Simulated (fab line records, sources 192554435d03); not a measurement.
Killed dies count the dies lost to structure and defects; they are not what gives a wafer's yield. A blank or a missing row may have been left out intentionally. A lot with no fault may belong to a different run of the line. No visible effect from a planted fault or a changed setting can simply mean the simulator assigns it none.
A struck lot beside a sound one / flow n5_finfet / 16 steps out of a route of 1938
Sound: the wafers L104.1, L104.3, L104.4. Struck: wafers L118.2, L118.3. (L118.6 of the same lot was not struck and is left out.) The cause comes at the end.
Each step with rows lists, per side, the tool, then ch with its chambers, then its first start. Under that, the readings that differ: sound wafers / struck wafers / difference of the means / sigmas: that difference in standard deviations of wafers without a fault.
alike: a reading whose means differ by less than 2 such deviations, as well as words and numbers matching on both sides. not compared: withheld readings; readings where some wafer has no value; bounds like >300 that might hide an equal value; numbers whose values overlap and for which the record gives no deviation.
Wherever a step has rows on one side only, a row that says differs or no value, or a row with sigmas, the two part there. Non-overlapping numbers with no deviation appear without sigmas and do not part them. A reading missing from all wafers of one side parts the sides only when that side holds two or more wafers.

first, 8 steps without rows for these wafers: N5_FIN_SAQP_COAT_49 (time 60 s, resist thk 100 nm); N5_FIN_SAQP_COAT_50 (time 60 s, resist thk 35 nm); N5_FIN_SAQP_COAT_10 (resist thk 90 nm); N5_FIN_SAQP_EBR_12; N5_FIN_SAQP_SOFTBAKE_11 (time 60 s); N5_FIN_SAQP_EXPOSE_13 (exposes mask FIN CORE, target cd 35.6 nm); N5_FIN_SAQP_PEB_14 (peb time 60 s); N5_FIN_SAQP_DEVELOP_15 (develop time 30 s).
N5_FIN_SAQP_CD_MEAS_16: the cd target is 35.6 nm.
  sound on cd_sem-01 ch 0, day 1 23:05; struck on cd_sem-02 ch 0, day 5 11:43
  alike: cd_nm
N5_FIN_SAQP_OVL_MEAS_17:
  sound on overlay-02 ch 0, day 1 23:08; struck on overlay-01 ch 0, day 5 11:45
  alike: FIN_CORE_OVL
N5_FIN_SAQP_INSPECT_18: inspects for defects (brightfield).
  struck on defect_inspect-01, day 5 11:47; sound on defect_inspect-01, day 1 23:10
  alike: raw_defect_count
N5_FIN_SAQP_DESCUM_21: chemistry O2, time 7.9 s.
  sound on rie_diel-02 ch 1,2,3, day 1 23:17; struck on rie_diel-06 ch 1,2, day 5 11:49
  alike: drypump_motor_current_A, oes_product_au, rf_vpp_V, showerhead_plenum_p_Torr, throttle_valve_pct
  not compared: rf_hours_counter_h
N5_FIN_SAQP_ETCH_51: etches SiARC in CF4, target depth 45.5 nm, time 75.8 s.
  sound on rie_diel-02 ch 1,2,3, day 1 23:19; struck on rie_diel-06 ch 1,2, day 5 11:51
reading=etch_rf_on_time_s (s); sound=74.2 76.9 73.9; struck=117.4 116.7; difference=+42.1; sigmas=+23
  alike: drypump_motor_current_A, oes_product_au, rf_vpp_V, showerhead_plenum_p_Torr, throttle_valve_pct
  not compared: rf_hours_counter_h
N5_FIN_SAQP_ETCH_52: etches SOC in N2/H2, target depth 100 nm, overetch 20 nm, time 150 s.
  sound on rie_diel-02 ch 1,2,3, day 1 23:23; struck on rie_diel-06 ch 1,2, day 5 11:54
  alike: drypump_motor_current_A, oes_product_au, rf_vpp_V, showerhead_plenum_p_Torr, throttle_valve_pct
  not compared: rf_hours_counter_h
-- record jumps: 6 days separate the struck wafers' starts on either side; left off in module FIN_SAQP, taken up again in module BEOL_M4, whose first shown step is the route's number 1111 --
N5_BEOL_M4_RC_MEAS_101:
  sound on prober-01 ch 0, day 7 21:17; struck on prober-01 ch 0, day 11 18:54
  alike: DIBL_N, DIBL_P, IOFF_N, IOFF_P, ION_N, ION_P, SS_N, SS_P, VT_N, VT_P
-- record jumps: 5 days separate the struck wafers' starts on either side; left off in module BEOL_M4, taken up again in module PASSIVATION, whose first shown step is the route's number 1936 --
N5_PASSIVATION_PROBE_49:
  struck on prober-02, day 16 09:01; sound on prober-02, day 12 01:10
reading=killed_at_other; sound=1 0 0; struck=8 8; difference=+8; sigmas=+3
  alike: defect_limited_yield, killed_at_M0_to_M3, killed_at_M4_up, killed_at_contacts, killed_at_front_end, killed_dies, killed_open, killed_short, sort_bin_5_function, sort_bin_6_memory, sort_n_pass, sort_yield_pct

WHERE THEY PART
Last at N5_PASSIVATION_PROBE_49 as far as this record goes, first at N5_FIN_SAQP_ETCH_51.

WHY: what the simulator had put in
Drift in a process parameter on rie_diel-06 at N5_FIN_SAQP_ETCH_51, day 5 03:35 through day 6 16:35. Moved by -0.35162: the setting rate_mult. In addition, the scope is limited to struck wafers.
